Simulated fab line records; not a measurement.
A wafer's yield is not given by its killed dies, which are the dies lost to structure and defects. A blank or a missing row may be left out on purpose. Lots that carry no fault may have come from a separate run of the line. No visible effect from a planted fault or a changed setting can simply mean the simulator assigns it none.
fab line records	flow nand_harc
record: lots: 13	wafers: 39	last_day: 24
route steps=1159 shown P_BONDPAD@381 A_ZERO_WELL@403 A_SOURCE_PLATE@420 A_ONON_D1@428 END@1159
lots that met no fault: from a run of the same line without faults
start_h: the number of hours between the record's first day and the start of the first shown wafer of the lot	wait_h: time in hours since the lot's previous step	" unchanged from the row above	L1.1+2: a single row standing in for several wafers	- no value present, or no start provided	* or withheld: withheld	< > ~ a bound
route shown NAME@n: NAME is a module with steps in the file, n the number in the route of the first one	usual: the fault-free wafers' mean and standard deviation	same: alike in all rows	chamber/n: place in a boat	sites: each site's reading	_std_site: the standard deviation of these	_edge_site: mean of outer sites minus mean of inner sites	radius_mm: for every site, how far away it sits from the centre of the wafer	mask NAME#n: copy n	behind: the most recent tool/chamber to have shaped the wafer	hold: why the lot was held/for how many hours/how that ended	device: whichever transistor did not switch (one of n, p or np)	end of line: the tests these same wafers got at the end of their route	a step without rows: its recipe alone	killed: count of dies lost to structure and defects at first sort (not the wafer's yield)	map: the dies of a wafer, with x for killed, . for not killed, _ for no die there
set.NAME: the setting the step ran with; set.NAME@STEP: the setting that earlier step ran with	model.NAME: the simulator's own value behind a step, which no gauge read
one table for each step of the route and one row for each wafer, over a sample of lots
services: when a tool's chamber went out of use (start_h, in hours from the record's first day, below 0 if earlier), for how many hours, and the reason
== steps ==
step: NHARC_P_BONDPAD_THK_MEAS_20
recipe: thk_meas_gauge: xrf
usual: thk_nm: 160.7/1.3
lot.wafer	tool	chamber	start_h	wait_h	thk_nm
L998.1	film_metro-02	-	140.12	-	159.8
L998.2	"	-	"	"	161.1
L998.5	"	-	"	"	162.0
L997.2	film_metro-01	-	140.78	-	160.9
L997.3	"	-	"	"	161.1
L997.6	"	-	"	"	160.1
L999.3	film_metro-02	-	148.09	-	161.7
L999.4	"	-	"	"	163.7
L999.5	"	-	"	"	162.3
L104.3	film_metro-02	-	176.33	-	159.5
L104.4	"	-	"	"	159.0
L104.6	"	-	"	"	160.1
L107.1	film_metro-02	-	191.85	-	160.7
L107.3	"	-	"	"	159.1
L107.4	"	-	"	"	162.2
L106.2	film_metro-01	-	192.54	-	161.3
L106.3	"	-	"	"	159.7
L106.6	"	-	"	"	161.1
L108.2	film_metro-02	-	205.71	-	158.9
L108.4	"	-	"	"	161.0
L108.5	"	-	"	"	159.2
L109.1	film_metro-02	-	210.96	-	160.9
L109.2	"	-	"	"	162.5
L109.3	"	-	"	"	160.3
L110.2	film_metro-02	-	224.31	-	161.1
L110.5	"	-	"	"	160.7
L110.6	"	-	"	"	159.9
L112.1	film_metro-02	-	230.08	-	159.4
L112.2	"	-	"	"	160.3
L112.4	"	-	"	"	163.0
L113.1	film_metro-01	-	232.66	-	162.3
L113.3	"	-	"	"	160.3
L113.5	"	-	"	"	162.3
L115.1	film_metro-02	-	239.70	-	162.8
L115.2	"	-	"	"	159.4
L115.3	"	-	"	"	162.6
L118.1	film_metro-01	-	261.86	-	160.7
L118.4	"	-	"	"	161.2
L118.5	"	-	"	"	161.4
step: NHARC_A_ZERO_WELL_DESCUM_12
recipe: time_s: 3	o2_flow_sccm: 200	ar_flow_sccm: 0	bias_power_w: 0	chemistry: O2
usual: drypump_motor_current_A: 5.7/0.54	oes_product_au: 1.001/0.0068	rf_vpp_V: 57.9/0.83	showerhead_plenum_p_Torr: 1.92/0.09	throttle_valve_pct: 11.311/0.0095
lot.wafer	tool	chamber	start_h	wait_h	drypump_motor_current_A	oes_product_au	rf_hours_counter_h	rf_vpp_V	showerhead_plenum_p_Torr	throttle_valve_pct
L998.1	rie_diel-09	0	141.70	-	5.4	0.999	4	58.0	2.02	11.308
L998.2	"	1	"	"	5.6	1.006	4	58.0	1.82	11.306
L998.5	"	0	"	"	5.4	0.996	-	57.7	2.02	11.308
L997.2	rie_diel-05	1	142.33	-	5.1	0.987	10	57.6	1.82	11.307
L997.3	"	2	"	"	6.5	1.004	10	57.8	1.88	11.309
L997.6	"	1	"	"	5.1	0.993	-	57.5	1.82	11.309
L999.3	rie_diel-05	2	149.63	-	6.5	1.005	10	59.2	1.88	11.323
L999.4	"	3	"	"	6.1	1.002	10	58.8	1.98	11.305
L999.5	"	3	"	"	6.1	0.996	-	58.4	1.98	11.294
L104.3	rie_diel-09	1	178.01	-	5.6	0.994	7	59.3	1.82	11.300
L104.4	"	3	"	"	6.6	0.998	7	59.4	2.02	11.299
L104.6	"	1	"	"	5.6	0.997	-	57.3	1.82	11.305
L107.1	rie_diel-09	0	193.64	-	5.4	0.998	8	57.2	2.02	11.303
L107.3	"	1	"	"	5.6	0.998	8	57.8	1.82	11.298
L107.4	"	2	"	"	4.9	1.006	7	56.3	1.83	11.298
L106.3	rie_diel-13	0	194.30	-	6.1	1.006	10	58.1	1.85	11.322
L106.2	"	1	"	"	5.1	1.003	9	57.2	2.02	11.318
L106.6	"	1	"	"	5.2	1.005	-	56.8	2.02	11.299
L108.2	rie_diel-13	3	207.40	-	5.5	1.001	12	57.3	2.04	11.307
L108.4	"	0	"	"	6.1	0.987	12	56.4	1.85	11.317
L108.5	"	0	"	"	6.1	0.998	-	57.7	1.85	11.322
L109.3	rie_diel-09	3	212.52	-	6.7	1.001	8	58.2	2.02	11.317
L109.2	"	0	"	"	5.4	0.994	9	57.3	2.02	11.308
L109.1	"	1	"	"	5.6	1.003	9	56.8	1.82	11.310
L110.2	rie_diel-13	2	226.04	-	5.6	1.004	13	59.9	1.98	11.307
L110.5	"	2	"	"	5.5	1.001	-	57.7	1.98	11.298
L110.6	"	3	"	"	5.4	0.995	-	56.9	2.04	11.311
L112.4	rie_diel-13	1	232.02	-	5.1	1.001	13	58.7	2.02	11.306
L112.2	"	2	"	"	5.5	1.000	14	57.4	1.98	11.319
L112.1	"	3	"	"	5.5	1.003	14	58.6	2.03	11.298
L113.3	rie_diel-13	2	234.33	-	5.5	0.997	14	59.5	1.98	11.314
L113.1	"	3	"	"	5.5	0.993	15	58.4	2.04	11.306
L113.5	"	1	"	"	5.1	0.998	-	57.0	2.02	11.303
L115.2	rie_diel-05	3	241.31	-	6.0	0.996	5	58.0	1.98	11.305
L115.1	"	0	"	"	6.4	0.989	4	58.3	1.82	11.325
L115.3	"	2	"	"	6.5	1.008	4	57.8	1.88	11.319
L118.4	rie_diel-09	2	263.56	-	4.9	1.005	0	56.5	1.83	11.318
L118.1	"	3	"	"	6.7	0.999	0	58.1	2.02	11.315
L118.5	"	2	"	"	5.0	1.004	-	57.9	1.83	11.306
step: NHARC_A_SOURCE_PLATE_THK_MEAS_06
recipe: thk_meas_gauge: ellipsometry
usual: thk_nm: 199.8/2.1
lot.wafer	tool	chamber	start_h	wait_h	thk_nm
L998.1	film_metro-01	-	163.26	0.4	198.7
L998.2	"	-	"	"	199.6
L998.5	"	-	"	"	198.1
L997.2	film_metro-02	-	163.26	0.4	200.4
L997.3	"	-	"	"	203.1
L997.6	"	-	"	"	202.1
L999.3	film_metro-02	-	171.49	0.4	199.0
L999.4	"	-	"	"	199.9
L999.5	"	-	"	"	199.2
L104.3	film_metro-02	-	197.56	0.4	199.6
L104.4	"	-	"	"	196.6
L104.6	"	-	"	"	199.8
L107.1	film_metro-01	-	215.52	0.4	201.6
L107.3	"	-	"	"	198.0
L107.4	"	-	"	"	202.5
L106.2	film_metro-02	-	215.52	0.4	197.6
L106.3	"	-	"	"	199.0
L106.6	"	-	"	"	199.0
L109.1	film_metro-01	-	234.49	0.4	199.0
L109.2	"	-	"	"	199.1
L109.3	"	-	"	"	200.1
L108.2	film_metro-02	-	234.49	0.4	200.2
L108.4	"	-	"	"	200.7
L108.5	"	-	"	"	201.1
L110.2	film_metro-01	-	250.47	0.4	194.2
L110.5	"	-	"	"	194.8
L110.6	"	-	"	"	197.5
L112.1	film_metro-01	-	253.88	0.4	200.0
L112.2	"	-	"	"	202.2
L112.4	"	-	"	"	203.9
L113.1	film_metro-02	-	253.90	0.4	201.3
L113.3	"	-	"	"	200.3
L113.5	"	-	"	"	201.5
L115.1	film_metro-01	-	265.16	0.4	198.9
L115.2	"	-	"	"	196.5
L115.3	"	-	"	"	198.1
L118.1	film_metro-02	-	288.09	0.4	201.2
L118.4	"	-	"	"	196.8
L118.5	"	-	"	"	199.5
step: NHARC_A_ONON_D1_DEP_06
recipe: target_thk_a: 10000	n2_flow_sccm: 2750	n2o_flow_sccm: 2000	nh3_flow_sccm: 500	sih4_flow_sccm: 210	temp_c: 400
lot.wafer	tool	chamber	start_h	wait_h
L998.1+2+5	pecvd_onon-02	0	164.79	0.2
L997.2+3+6	pecvd_onon-02	0	165.21	0.3
L999.3+4+5	pecvd_onon-01	0	172.88	0.2
L104.3+4+6	pecvd_onon-02	0	198.95	0.2
L107.1+3+4	pecvd_onon-03	0	216.79	0.1
L106.2+3+6	pecvd_onon-01	0	216.84	0.1
L109.1+2+3	pecvd_onon-02	0	235.77	0.1
L108.2+4+5	pecvd_onon-03	0	235.86	0.1
L110.2+5+6	pecvd_onon-02	0	251.79	0.1
L112.1+2+4	pecvd_onon-02	0	255.13	0.1
L113.1+3+5	pecvd_onon-03	0	255.17	0.1
L115.1+2+3	pecvd_onon-02	0	266.42	0.1
L118.1+4+5	pecvd_onon-03	0	289.38	0.1
step: NHARC_A_ONON_D1_THK_MEAS_08
recipe: thk_meas_gauge: ellipsometry
usual: thk_nm: 998/9.5
lot.wafer	tool	chamber	start_h	wait_h	thk_nm
L998.1	film_metro-01	-	165.31	-	1012
L998.2	"	-	"	"	1011
L998.5	"	-	"	"	1011
L997.2	film_metro-01	-	165.66	-	999
L997.3	"	-	"	"	1000
L997.6	"	-	"	"	1000
L999.3	film_metro-02	-	173.28	-	1004
L999.4	"	-	"	"	1004
L999.5	"	-	"	"	1005
L104.3	film_metro-02	-	199.34	-	990
L104.4	"	-	"	"	989
L104.6	"	-	"	"	992
L106.2	film_metro-02	-	217.29	-	993
L106.3	"	-	"	"	995
L106.6	"	-	"	"	994
L107.1	film_metro-01	-	217.30	-	993
L107.3	"	-	"	"	992
L107.4	"	-	"	"	992
L109.1	film_metro-02	-	236.28	-	1001
L109.2	"	-	"	"	1001
L109.3	"	-	"	"	1002
L108.2	film_metro-01	-	236.31	-	990
L108.4	"	-	"	"	989
L108.5	"	-	"	"	990
L110.2	film_metro-02	-	252.23	-	1007
L110.5	"	-	"	"	1008
L110.6	"	-	"	"	1006
L112.1	film_metro-01	-	255.64	-	713
L112.2	"	-	"	"	713
L112.4	"	-	"	"	998
L113.1	film_metro-02	-	255.68	-	1005
L113.3	"	-	"	"	1005
L113.5	"	-	"	"	1004
L115.1	film_metro-02	-	266.93	-	712
L115.2	"	-	"	"	713
L115.3	"	-	"	"	993
L118.1	film_metro-02	-	289.89	-	983
L118.4	"	-	"	"	983
L118.5	"	-	"	"	984
step: NHARC_END_SORT_01
recipe: temp_c: 25
usual: killed_at_array: 28/11	killed_at_other: 0.8/1.3	killed_at_periphery: 3.6/2.5	killed_dies: 32/11	killed_open: 3.0/1.8	killed_short: 2.0/1.5
same: gross_dies: 677
lot.wafer	tool	chamber	start_h	wait_h	killed_at_array	killed_at_other	killed_at_periphery	killed_dies	killed_open	killed_short
L112.1	prober-01	0	531.18	2.5	675	0	2	677	4	4
L112.2	prober-01	0	531.99	2.8	672	0	5	677	6	0
L112.4	prober-01	0	533.61	3.4	25	0	1	26	3	4
L115.1	prober-02	0	547.74	2.5	669	2	6	677	4	5
L115.2	prober-02	0	548.55	2.8	666	4	7	677	2	4
L115.3	prober-02	0	549.35	3.1	44	4	6	54	5	1
killed by level:class
L112.1 A_ONON_D1:area_dep=640 A_CHANNEL_HOLE_D1:chamber_film_flake=20 A_STAIRCASE:chamber_film_flake=3 A_CONTACT:geometric_particle:short=2 A_CONTACT:chamber_film_flake=2 A_M1:chamber_film_flake=2 P_GATE:geometric_particle:short=1 P_GATE:geometric_particle:open=1
L112.2 A_ONON_D1:area_dep=641 A_CHANNEL_HOLE_D1:chamber_film_flake=12 A_STAIRCASE:chamber_film_flake=5 A_CONTACT:chamber_film_flake=5 A_WL_FILL:geometric_particle:open=4 P_GATE:chamber_film_flake=2 P_M1:chamber_film_flake=2 A_WL_FILL:chamber_film_flake=2
L112.4 A_CHANNEL_HOLE_D1:chamber_film_flake=12 A_WL_FILL:geometric_particle:short=2 A_STAIRCASE:chamber_film_flake=2 A_WL_FILL:chamber_film_flake=2 A_CONTACT:chamber_film_flake=2 A_SOURCE_PLATE:geometric_particle:open=1 A_CHANNEL_FILL_D1:geometric_particle:short=1 A_SGD_CUT:geometric_particle:open=1
L115.1 A_ONON_D1:area_dep=623 A_CHANNEL_HOLE_D1:chamber_film_flake=19 A_SLIT:chamber_film_flake=14 P_GATE:chamber_film_flake=3 A_CONTACT:chamber_film_flake=3 P_CONTACT:geometric_particle:short=2 A_CONTACT:geometric_particle:open=2 A_M0:geometric_particle:short=2
L115.2 A_ONON_D1:area_dep=628 A_SLIT:chamber_film_flake=17 A_CHANNEL_HOLE_D1:chamber_film_flake=11 THIN_TSV:chamber_film_flake=4 P_GATE:chamber_film_flake=3 P_M2:chamber_film_flake=3 A_STAIRCASE:chamber_film_flake=3 A_CHANNEL_FILL_D1:geometric_particle:short=2
L115.3 A_SLIT:chamber_film_flake=20 A_CHANNEL_HOLE_D1:chamber_film_flake=13 P_GATE:chamber_film_flake=4 THIN_TSV:chamber_film_flake=4 A_WL_FILL:chamber_film_flake=3 A_CONTACT:geometric_particle:open=2 A_STAIRCASE:chamber_film_flake=2 A_CONTACT:chamber_film_flake=2
== services ==
tool	chamber	start_h	hours	kind
rie_diel-09	2	118.57	4.9	repair
rie_diel-05	0	131.24	4.3	repair
rie_diel-13	1	131.91	7.5	repair
rie_diel-13	0	132.50	-	clean
rie_diel-13	2	132.50	-	clean
rie_diel-13	3	132.50	-	clean
rie_diel-09	0	135.22	-	clean
rie_diel-09	1	135.22	-	clean
rie_diel-09	2	135.22	-	clean
rie_diel-09	3	135.22	-	clean
pecvd_onon-03	-	153.34	13.0	pm
rie_diel-13	0	157.00	-	clean
rie_diel-13	1	157.00	-	clean
rie_diel-13	2	157.00	-	clean
rie_diel-05	-	163.60	9.0	pm
rie_diel-09	3	178.54	15.0	repair
rie_diel-13	0	188.16	5.6	repair
pecvd_onon-01	-	195.00	13.0	pm
rie_diel-09	0	223.01	9.5	repair
rie_diel-05	1	230.62	6.0	repair
rie_diel-09	-	254.13	9.0	pm
rie_diel-13	-	276.00	9.0	pm
rie_diel-05	0	286.00	9.1	repair
rie_diel-09	1	288.73	10.5	repair
== key ==
first_sign: step: NHARC_A_ONON_D1_THK_MEAS_08	reading: thk_nm	direction: down	sigmas: 30	usual: 998	struck: 713
effect: step: NHARC_END_SORT_01	reading: killed_at_array	direction: up	sigmas: 61	usual: 28	struck: 670
more_kills_born_at: NHARC_A_ONON_D1_DEP_06@pecvd_onon-02: 2532
met_at NHARC_A_ONON_D1_DEP_06
struck_lots L112,L115
struck_wafers L112.1,L112.2,L115.1,L115.2
later_rows_left_out L112.1,L112.2,L115.1,L115.2
tester_left_out L112,L115
not_acting_at NHARC_P_BONDPAD_THK_MEAS_20,NHARC_A_ZERO_WELL_DESCUM_12,NHARC_A_SOURCE_PLATE_THK_MEAS_06
onset_between 251.79 255.13
fault: kind: process_parameter_drift	tool: pecvd_onon-02	chamber: -	onset_h: 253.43	steps: NHARC_A_ONON_D1_DEP_06	channel: target_thk_a	offset: *	shape: step	end_h: 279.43	scope: struck_wafers_only	acts_in: *	stated: *
tester_left_out: of these lots the tester's yield and bins aren't shown, on N5 and GAA mostly nor the transistor test; their killed dies are dies lost to structure and defects alone, not to doping, threshold or leakage, so they don't give the yield
later_rows_left_out: the simulator's readings of these wafers behind a module that went badly wrong aren't trusted and aren't shown, but for the sort
